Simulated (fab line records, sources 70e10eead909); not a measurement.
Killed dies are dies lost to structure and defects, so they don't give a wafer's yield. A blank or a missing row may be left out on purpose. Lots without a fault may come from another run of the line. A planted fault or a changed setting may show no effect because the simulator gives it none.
Chamber matching | flow nand_harc | NHARC_A_CHANNEL_FILL_D1_ALD_14 on ald_hk-03: 4 sister chambers
The step deposits SiO2, target thk 2.5 nm, pulse time 10 s, ald cycles 25. 14 wafers are shown with their chamber, then 7 later ones without.

WAFERS WITH THEIR CHAMBER
wafer  | chamber | heater_power_w (W) | precursor_pulse_height_rel
L423.1 | 3       | 402                | 1.026
L423.4 | 0       | 432                | 0.983
L423.6 | 1       | 513                | 1.009
L425.1 | 3       | 401                | 0.959
L425.3 | 0       | 425                | 0.984
L425.5 | 2       | 535                | 1.029
L431.2 | 1       | 509                | 1.006
L431.3 | 2       | 536                | 0.969
L431.6 | 2       | 548                | 1.034
L436.1 | 1       | 497                | 0.987
L436.5 | 2       | 559                | 1.007
L436.6 | 1       | 499                | 1.013
L438.2 | 2       | 544                | 0.979
L438.3 | 1       | 509                | 0.967

SIGNATURES (means of the wafers above)
reading                    | chamber 0 | chamber 1 | chamber 2 | chamber 3 | scatter within a chamber
heater_power_w             | 428.50    | 505.40    | 544.40    | 401.50    | 7.78
precursor_pulse_height_rel | 0.98350   | 0.99640   | 1.00360   | 0.99250   | 0.0267
Rule: a wafer's distance from a chamber is the root of the sum, over the readings, of the square of ((its reading less the chamber's mean) divided by the reading's scatter). The wafer belongs to the nearest chamber; if the next one is less than 2 further off, it can't be placed. The scatter: the root of (the sum of the squares of (reading less its chamber's mean) over the shown wafers, divided by (wafers less chambers)).

WAFERS WITHOUT THEIR CHAMBER
wafer  | heater_power_w (W) | precursor_pulse_height_rel
L438.4 | 437                | 0.957
L440.2 | 399                | 1.010
L440.4 | 518                | 1.025
L440.5 | 486                | 0.982
L442.1 | 380                | 0.990
L442.2 | 401                | 1.011
L442.3 | 525                | 0.974

WHICH CHAMBER EACH WENT THROUGH
wafer  | from the rows above     | in truth
L438.4 | 0                       | 0
L440.2 | 3                       | 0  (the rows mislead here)
L440.4 | can't be placed: 1 or 2 | 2
L440.5 | 1                       | 1
L442.1 | 3                       | 3
L442.2 | 3                       | 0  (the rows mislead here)
L442.3 | can't be placed: 1 or 2 | 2
Placed correctly: 3 of 7. Can't be placed from these rows: 2 (the true chamber is among the candidates in 2). Placed wrongly: 2.
